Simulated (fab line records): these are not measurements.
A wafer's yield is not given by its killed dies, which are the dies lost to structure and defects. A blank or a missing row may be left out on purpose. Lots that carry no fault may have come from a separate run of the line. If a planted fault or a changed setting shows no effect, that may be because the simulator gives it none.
Matching of chambers / flow n5Finfet / rieDiel-06 running N5_HKMG_FIN_ETCH_54: 4 sister chambers
The step etches SiARC in CF4, target depth 45.5 nm, time 75.8 s. 4 wafers are shown with their chamber, then 10 later ones without.

== EACH WAFER AND ITS CHAMBER ==
wafer=L081.5; chamber=2; showerheadPlenumPTorr (Torr)=2.28
wafer=L086.6; chamber=1; showerheadPlenumPTorr (Torr)=2.21
wafer=L091.5; chamber=0; showerheadPlenumPTorr (Torr)=2.11
wafer=L094.5; chamber=3; showerheadPlenumPTorr (Torr)=2.10

== WAFERS WHOSE CHAMBER IS MISSING ==
wafer=L094.6; showerheadPlenumPTorr (Torr)=2.11
wafer=L095.3; showerheadPlenumPTorr (Torr)=2.27
wafer=L095.5; showerheadPlenumPTorr (Torr)=2.11
wafer=L095.6; showerheadPlenumPTorr (Torr)=2.09
wafer=L096.1; showerheadPlenumPTorr (Torr)=2.27
wafer=L096.4; showerheadPlenumPTorr (Torr)=2.09
wafer=L096.5; showerheadPlenumPTorr (Torr)=2.21
wafer=L097.3; showerheadPlenumPTorr (Torr)=2.27
wafer=L097.4; showerheadPlenumPTorr (Torr)=2.09
wafer=L097.5; showerheadPlenumPTorr (Torr)=2.09

== CHAMBER TAKEN BY EACH ==
wafer=L094.6; from the rows above=can't be placed: 0 or 3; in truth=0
wafer=L095.3; from the rows above=2; in truth=2
wafer=L095.5; from the rows above=can't be placed: 0 or 3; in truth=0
wafer=L095.6; from the rows above=can't be placed: 3 or 0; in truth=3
wafer=L096.1; from the rows above=2; in truth=2
wafer=L096.4; from the rows above=can't be placed: 3 or 0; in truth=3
wafer=L096.5; from the rows above=1; in truth=1
wafer=L097.3; from the rows above=2; in truth=2
wafer=L097.4; from the rows above=can't be placed: 3 or 0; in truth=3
wafer=L097.5; from the rows above=can't be placed: 3 or 0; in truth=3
Correct placement for 4 of the 10. Can't be placed from these rows: 6 (the true chamber is among the candidates in 6). Wrongly placed: 0.
How it was worked out, from the rows above alone: a wafer's distance from a chamber is the root of the sum, over the readings, of the square of ((its reading less the chamber's mean) divided by the reading's scatter). If the next closest chamber is less than 2 further off than the closest, the wafer can't be placed; otherwise it belongs to the closest. Each chamber's mean is taken over the wafers shown for it. The scatter (one wafer shown for each chamber): square how far every hidden wafer sits from the nearest shown wafer, average those squares and take the square root.
